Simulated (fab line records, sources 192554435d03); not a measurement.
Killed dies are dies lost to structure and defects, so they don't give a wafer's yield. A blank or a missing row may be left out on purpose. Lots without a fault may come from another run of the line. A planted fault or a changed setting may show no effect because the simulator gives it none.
fab line records | flow n5_finfet
record lots=10 wafers=30 last_day=18
route steps=1938 shown BEOL_M12@1643 BEOL_M13@1661 PASSIVATION@1936
lots that met no fault: from a run of the same line without faults
start_h: hours from the record's first day to the start of the lot's first wafer shown | wait_h: hours since the lot's step before | " the same as in the row above | L1.1+2: a row that stands for several wafers | - no value, or no start given | * or withheld: withheld | < > ~ a bound
route shown NAME@n: a module of which the file shows steps, and the number in the route of the first | usual: mean/standard deviation of fault-free wafers | same: alike in all rows | chamber/n: place in a boat | sites: the reading at each site | _std_site: their standard deviation | _edge_site: outer sites' mean less inner sites' | radius_mm: how far each site lies from the wafer's centre | mask NAME#n: copy n | behind: the tool/chamber that last shaped the wafer | hold: why the lot was held/for how many hours/how that ended | device: the transistor (n, p or np) that didn't switch | end of line: the same wafers' tests at the end of the route | a step without rows: its recipe alone | killed: dies lost to structure and defects at the first sort, not the wafer's yield | map: a wafer's dies, x killed, . not, _ none there
set.NAME: the setting as run; set.NAME@STEP: as run at that earlier step | model.NAME: the simulator's own value behind a step, which no gauge read
steps of the route over a sample of lots; a table a step, a row a wafer
services: from which hour (start_h, from the record's first day; less than 0 if before it) a tool's chamber was out of use, for how many hours, and why
## steps
# step N5_BEOL_M12_ETCH_38
# recipe chemistry=CF4/N2 target=SiCN target_depth_a=687 taper_deg=2 time_s=73.4 ion_energy_ev=150 mask_material=SiO2 pressure_mtorr=40 source_w=430 bias_w=70 Ar_flow_sccm=100 cf4_flow_sccm=60 n2_flow_sccm=60
# usual drypump_motor_current_A=5.4/0.39 n2_flow_sccm=60.00/0.17 oes_product_au=0.77/0.099 rf_vpp_V=381.8/2.3 showerhead_plenum_p_Torr=2.19/0.084 throttle_valve_pct=15.47/0.19
# columns lot.wafer tool chamber start_h wait_h drypump_motor_current_A n2_flow_sccm oes_product_au rf_hours_counter_h rf_vpp_V showerhead_plenum_p_Torr throttle_valve_pct
L397.1 rie_diel-02 1 234.44 - 5.0 60.27 0.82 54 383.5 2.25 15.19
L397.2 " 3 " " 5.4 60.01 0.86 56 383.1 2.24 15.35
L397.3 " 2 " " 5.9 60.11 0.71 219 383.7 2.27 15.71
L399.3 rie_diel-02 2 246.05 - 5.9 59.94 0.70 224 385.2 2.27 15.71
L399.4 " 3 " " 5.4 60.10 0.86 62 383.0 2.24 15.37
L399.6 " 3 " " 5.4 59.82 0.85 - 383.0 2.24 15.36
L398.3 rie_diel-04 0 252.45 - 5.9 60.21 0.67 219 379.8 2.10 15.67
L398.4 " 1 " " 5.3 60.21 0.69 238 383.7 2.26 15.71
L398.6 " 2 " " 4.8 60.19 0.85 - 381.5 2.15 15.35
L403.1 rie_diel-04 2 270.54 - 4.8 59.98 0.84 71 381.3 2.15 15.36
L403.4 " 2 " " 4.8 60.20 0.84 - 380.2 2.15 15.35
L403.6 " 1 " " 5.3 60.21 0.69 - 383.2 2.26 15.72
L404.1 rie_diel-04 2 271.22 - 4.8 59.55 0.83 71 380.6 2.15 15.36
L404.2 " 3 " " 5.6 60.07 0.67 224 379.1 2.09 15.57
L404.5 " 1 " " 5.3 59.83 0.68 - 382.8 2.26 15.71
L412.3 rie_diel-02 1 323.10 - 4.9 60.12 0.79 86 383.0 2.24 15.23
L412.4 " 1 " " 5.0 59.89 0.79 - 383.2 2.24 15.25
L412.5 " 0 " " 5.7 60.08 0.67 - 378.5 2.09 15.64
L414.1 rie_diel-05 0 337.88 - 4.9 59.83 0.75 130 382.7 2.21 15.18
L414.3 " 3 " " 5.7 60.12 0.80 73 385.7 2.32 15.35
L414.4 " 0 " " 4.9 60.02 0.76 - 382.8 2.21 15.19
L415.2 rie_diel-02 1 352.32 - 4.9 59.94 0.78 99 383.7 2.23 15.28
L415.5 " 3 " " 5.4 60.19 0.81 - 383.1 2.23 15.42
L415.6 " 1 " " 4.9 59.95 0.78 - 382.8 2.23 15.28
L416.1 rie_diel-04 2 358.27 - 4.8 60.25 0.79 105 379.9 2.13 15.42
L416.2 " 0 " " 5.9 59.71 0.99 0 385.3 2.35 15.19
L416.3 " 1 " " 5.3 60.05 0.91 20 384.9 2.25 15.31
L420.4 rie_diel-02 3 384.91 - 5.4 59.94 0.79 109 383.4 2.22 15.47
L420.5 " 1 " " 4.9 59.87 0.77 - 382.9 2.22 15.30
L420.6 " 0 " " 5.7 60.07 1.00 - 385.1 2.36 15.11
# step N5_BEOL_M12_SPUTTER_45
# recipe material=Cu target_thk_a=800 temp_c=-20 bias_v=60 power_w=26000 chamber_pressure_pa=0.13 time_s=13.33
# usual throttle_valve_pct=29.7/0.98
# columns lot.wafer tool chamber start_h wait_h throttle_valve_pct
L397.1 pvd_sputter-03 - 235.01 0.0 28.0
L397.2 " - " " 29.2
L397.3 " - " " 29.8
L399.3 pvd_sputter-02 - 246.72 0.0 28.6
L399.4 " - " " 30.3
L399.6 " - " " 30.4
L398.3 pvd_sputter-03 - 253.53 0.0 29.2
L398.4 " - " " 28.2
L398.6 " - " " 29.8
L403.1 pvd_sputter-02 - 271.48 0.0 29.8
L403.4 " - " " 28.8
L403.6 " - " " 30.0
L404.1 pvd_sputter-01 - 271.66 0.0 31.3
L404.2 " - " " 29.1
L404.5 " - " " 30.5
L412.3 pvd_sputter-02 - 323.73 0.0 30.0
L412.4 " - " " 28.6
L412.5 " - " " 29.8
L414.1 pvd_sputter-02 - 338.53 0.0 29.8
L414.3 " - " " 30.4
L414.4 " - " " 28.9
L415.2 pvd_sputter-02 - 353.06 0.0 28.6
L415.5 " - " " 29.6
L415.6 " - " " 28.9
L416.1 pvd_sputter-01 - 358.74 0.0 28.5
L416.2 " - " " 30.0
L416.3 " - " " 28.7
L420.4 pvd_sputter-01 - 385.76 0.0 31.1
L420.5 " - " " 31.4
L420.6 " - " " 28.4
# step N5_BEOL_M12_ANNEAL_48
# recipe temp_c=225 time_s=90 ambient=N2
# usual wafer_temp_C_max=225.9/0.39
# columns lot.wafer tool chamber start_h wait_h wafer_temp_C_max
L397.1 rtp_anneal-01 0 235.27 0.1 225.4
L397.2 " 0 " " 225.9
L397.3 " 0 " " 225.1
L399.3 rtp_anneal-02 0 247.25 0.3 225.7
L399.4 " 0 " " 226.4
L399.6 " 0 " " 226.1
L398.3 rtp_anneal-01 0 253.88 0.2 225.6
L398.4 " 0 " " 225.4
L398.6 " 0 " " 225.6
L403.1 rtp_anneal-01 0 271.74 0.1 225.8
L403.4 " 0 " " 225.8
L403.6 " 0 " " 225.4
L404.1 rtp_anneal-01 0 272.28 0.5 225.7
L404.2 " 0 " " 226.1
L404.5 " 0 " " 225.9
L412.3 rtp_anneal-02 0 324.09 0.2 226.2
L412.4 " 0 " " 226.2
L412.5 " 0 " " 226.0
L414.1 rtp_anneal-02 0 338.79 0.1 226.6
L414.3 " 0 " " 226.7
L414.4 " 0 " " 226.4
L415.2 rtp_anneal-01 0 353.49 0.3 225.7
L415.5 " 0 " " 225.7
L415.6 " 0 " " 225.6
L416.1 rtp_anneal-01 0 359.00 0.1 225.6
L416.2 " 0 " " 225.9
L416.3 " 0 " " 226.1
L420.4 rtp_anneal-01 0 386.16 0.2 225.7
L420.5 " 0 " " 225.6
L420.6 " 0 " " 225.8
# step N5_BEOL_M13_COAT_58
# recipe resist=BARC temp_c=205 time_s=60 spin_rpm=1500 resist_thk_nm=89
# usual spin_speed_rpm=1500.2/0.99
# columns lot.wafer tool chamber start_h wait_h spin_speed_rpm
L397.1 litho_track-05 0 236.23 0.0 1502.3
L397.2 " 0 " " 1501.1
L397.3 " 0 " " 1501.6
L399.3 litho_track-05 0 248.14 0.0 1499.9
L399.4 " 0 " " 1498.2
L399.6 " 0 " " 1498.8
L398.3 litho_track-05 0 254.76 0.0 1498.5
L398.4 " 0 " " 1497.8
L398.6 " 0 " " 1499.7
L403.1 litho_track-03 0 272.70 0.0 1499.4
L403.4 " 0 " " 1500.5
L403.6 " 0 " " 1500.7
L404.1 litho_track-04 0 273.26 0.0 1500.2
L404.2 " 0 " " 1499.6
L404.5 " 0 " " 1498.9
L412.3 litho_track-05 0 324.96 0.0 1776.1
L412.4 " 0 " " 1778.5
L412.5 " 0 " " 1775.8
L414.1 litho_track-05 0 339.75 0.0 1778.7
L414.3 " 0 " " 1775.6
L414.4 " 0 " " 1777.1
L415.2 litho_track-03 0 354.41 0.0 1499.9
L415.5 " 0 " " 1499.3
L415.6 " 0 " " 1499.6
L416.1 litho_track-03 0 360.06 0.0 1501.5
L416.2 " 0 " " 1500.4
L416.3 " 0 " " 1500.7
L420.4 litho_track-04 0 386.99 0.0 1500.6
L420.5 " 0 " " 1500.3
L420.6 " 0 " " 1500.0
# step N5_BEOL_M13_STRIP_64
# recipe chemistry=N2/H2 power_w=1000 temp_c=250 h2_frac=0.65 overash_fraction=0.3 pressure_mtorr=withheld n2_flow_sccm=1750 h2_flow_sccm=3250
# usual drypump_motor_current_A=5.71/0.28 heater_power_w=350/30 n2_flow_sccm=1749/5.3 oes_product_au=0.715/0.0043 strip_time_to_endpoint_s=31.31/0.079
# columns lot.wafer tool chamber start_h wait_h drypump_motor_current_A heater_power_w n2_flow_sccm oes_product_au rf_hours_counter_h strip_time_to_endpoint_s
L397.1 plasma_asher-01 0 237.10 0.0 5.91 357 1753 0.718 118 31.44
L397.2 " 1 " " 5.30 382 1748 0.721 118 31.38
L397.3 " 0 " " 5.91 360 1754 0.714 - 31.41
L399.3 plasma_asher-01 1 249.07 0.0 5.24 377 1748 0.711 - 31.39
L399.4 " 0 " " 5.90 356 1748 0.718 - 31.43
L399.6 " 1 " " 5.26 389 1753 0.708 - 31.40
L398.3 plasma_asher-02 0 255.65 0.0 5.82 328 1749 0.710 - 31.37
L398.4 " 1 " " 5.89 318 1747 0.710 - 31.33
L398.6 " 0 " " 5.81 323 1743 0.710 - 31.35
L403.1 plasma_asher-02 1 273.44 0.0 5.89 309 1759 0.704 77 31.25
L403.4 " 0 " " 5.80 320 1752 0.721 - 31.27
L403.6 " 1 " " 5.91 312 1755 0.711 - 31.34
L404.1 plasma_asher-02 0 274.12 0.0 5.83 323 1758 0.713 77 31.24
L404.2 " 1 " " 5.89 311 1750 0.716 77 31.19
L404.5 " 1 " " 5.92 313 1756 0.710 - 31.23
L412.3 plasma_asher-01 0 325.85 0.0 5.91 373 1754 0.712 - 29.18
L412.4 " 1 " " 5.25 395 1753 0.711 - 29.22
L412.5 " 1 " " 5.26 387 1759 0.716 - 29.23
L414.1 plasma_asher-02 1 340.62 0.0 5.90 326 1753 0.713 89 29.32
L414.3 " 1 " " 5.92 309 1755 0.713 - 29.23
L414.4 " 0 " " 5.79 320 1739 0.712 - 29.17
L415.2 plasma_asher-02 1 355.50 0.0 5.93 319 1753 0.716 92 31.32
L415.5 " 1 " " 5.90 309 1755 0.716 - 31.40
L415.6 " 0 " " 5.78 325 1749 0.710 - 31.43
L416.1 plasma_asher-01 1 360.93 0.0 5.28 385 1749 0.722 145 31.33
L416.2 " 0 " " 5.90 358 1754 0.717 145 31.25
L416.3 " 1 " " 5.28 394 1751 0.720 - 31.38
L420.4 plasma_asher-01 0 388.08 0.0 5.91 366 1746 0.719 - 31.27
L420.5 " 0 " " 5.92 358 1753 0.715 - 31.35
L420.6 " 1 " " 5.23 395 1742 0.714 - 31.29
# step N5_PASSIVATION_PROBE_49
# usual defect_limited_yield=91.7/1.5 killed_at_M0_to_M3=32/9.6 killed_at_M4_up=13/5.3 killed_at_contacts=12/6.8 killed_at_front_end=36/9.8 killed_at_other=4/3.1 killed_dies=98/17 killed_open=65/13 killed_short=32/8.5 sort_bin_5_function=4.9/0.93 sort_bin_6_memory=3.2/0.67 sort_n_pass=1082/17 sort_yield_pct=91.7/1.4
# same gross_dies=1180 killed_at_back_side=0 sort_bin_4_leakage[%]=0 sort_bin_8_speed[%]=0
# columns lot.wafer tool chamber start_h wait_h defect_limited_yield[%] killed_at_M0_to_M3 killed_at_M4_up killed_at_contacts killed_at_front_end killed_at_other killed_dies killed_open killed_short sort_bin_5_function[%] sort_bin_6_memory[%] sort_n_pass sort_yield_pct[%]
L416.1 prober-02 - 388.96 0.0 90.3 39 8 14 45 9 115 74 41 6.4 3.1 1065 90.3
L416.2 prober-02 - 389.01 0.1 90.0 49 14 19 35 1 118 76 42 6.3 3.3 1062 90.0
L416.3 prober-02 - 389.06 0.1 89.3 64 15 11 31 5 126 83 43 6.0 4.4 1054 89.3
# killed by level:class
L416.1 FIN_SAQP:geometric_particle:open=14 FIN_SAQP:geometric_particle:short=12 MOL_CONTACT_COAG:geometric_particle:open=11 BEOL_M0_SAQP:geometric_particle:short=11 BEOL_M0:geometric_particle:open=7 BEOL_M1:geometric_particle:open=6 BEOL_M2:geometric_particle:open=6 DUMMY_GATE:geometric_particle:open=5
L416.2 MOL_CONTACT_COAG:geometric_particle:open=17 BEOL_M0_SAQP:geometric_particle:short=15 BEOL_M1:geometric_particle:open=12 BEOL_M0_SAQP:geometric_particle:open=9 BEOL_M4:geometric_particle:open=8 FIN_SAQP:geometric_particle:open=6 BEOL_M2:geometric_particle:open=5 STARTING-WAFER:geometric_particle:open=5
L416.3 BEOL_M0_SAQP:geometric_particle:open=25 BEOL_M0_SAQP:geometric_particle:short=20 FIN_SAQP:geometric_particle:open=13 FIN_SAQP:geometric_particle:short=9 BEOL_M2:geometric_particle:open=9 MOL_CONTACT_COAG:geometric_particle:open=6 MOL_CONTACT_COAG:geometric_particle:short=5 BEOL_M0:geometric_particle:open=4
## services
# columns tool chamber start_h hours kind
rie_diel-04 - 212.45 14.6 pm
rie_diel-05 0 213.96 11.5 repair
rie_diel-05 - 227.23 15.6 pm
rie_diel-05 1 253.43 2.5 repair
rie_diel-02 - 273.16 0.6 repair
plasma_asher-02 - 277.54 2.4 repair
rie_diel-05 - 278.82 0.5 repair
rie_diel-05 2 282.21 3.3 repair
rie_diel-02 3 310.74 16.3 repair
rie_diel-02 2 327.39 - clean
rie_diel-02 2 327.39 - consumable_replace:focus_ring
rie_diel-02 2 327.39 35.9 scheduled_down
rie_diel-02 2 327.39 35.9 vent_cycle
rie_diel-04 0 330.12 3.0 repair
rie_diel-05 2 333.81 16.7 repair
rie_diel-04 3 346.95 4.0 repair
rie_diel-02 0 363.31 - clean
rie_diel-02 0 363.31 - consumable_replace:focus_ring
rie_diel-02 0 363.31 - consumable_replace:showerhead
rie_diel-02 0 363.31 17.9 scheduled_down
rie_diel-02 0 363.31 17.9 vent_cycle
rie_diel-05 - 364.22 2.8 pm
plasma_asher-02 - 364.51 28.0 repair
pvd_sputter-01 - 379.91 1.3 repair
## key
first_sign step=N5_BEOL_M13_COAT_58 reading=spin_speed_rpm direction=up sigmas=99+ usual=* struck=*
effect step=N5_BEOL_M13_STRIP_64 reading=strip_time_to_endpoint_s direction=down sigmas=26 usual=* struck=*
met_at N5_BEOL_M13_COAT_58
struck_lots L412,L414
not_acting_at N5_BEOL_M12_ETCH_38,N5_BEOL_M12_SPUTTER_45,N5_BEOL_M12_ANNEAL_48
onset_between 254.76 324.96
fault kind=process_parameter_drift tool=litho_track-05 chamber=- onset_h=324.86 steps=N5_BEOL_M13_COAT_58 channel=spin_rpm offset=* shape=step end_h=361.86 acts_in=* stated=*
